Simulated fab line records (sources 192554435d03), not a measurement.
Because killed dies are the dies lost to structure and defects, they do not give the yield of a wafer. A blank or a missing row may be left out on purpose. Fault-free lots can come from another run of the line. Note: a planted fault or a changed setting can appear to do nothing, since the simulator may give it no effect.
Chamber matching ; flow n5_finfet ; N5_MOL_CONTACT_COAG_VIA_ETCH_117 on rie_diel-04: 4 sister chambers
The step etches SiO2 in C4F6/O2, target depth 40 nm, overetch 8 nm, time 26 s. 4 wafers are shown with their chamber, then 9 later ones without.

== WAFERS PAIRED WITH THEIR CHAMBERS ==
wafer;chamber;rf_vpp_V (V)
L089.4;0;1607
L090.3;1;1579
L090.5;2;1557
L090.6;3;1623

== WAFERS WHOSE CHAMBER IS MISSING ==
wafer;rf_vpp_V (V)
L093.1;1624
L093.4;1579
L093.6;1608
L094.1;1609
L094.2;1557
L094.6;1580
L097.1;1607
L097.2;1557
L097.3;1624

== THE CHAMBER EACH PASSED THROUGH ==
wafer;from the rows above;in truth
L093.1;3;3
L093.4;1;1
L093.6;0;0
L094.1;0;0
L094.2;2;2
L094.6;1;1
L097.1;0;0
L097.2;2;2
L097.3;3;3
Placed correctly: 9 of 9. Left unplaced by these rows: 0. 0 placed wrongly.
How it was worked out, from the rows above alone: a wafer's distance from a chamber is the root of the sum, over the readings, of the square of ((its reading less the chamber's mean) divided by the reading's scatter). The wafer belongs to the nearest chamber; if the next one is less than 2 further off, it can't be placed. The mean given for a chamber averages the wafers shown for that chamber. The scatter: root of mean squared gap, hidden wafer to nearest shown wafer, with one shown wafer a chamber.
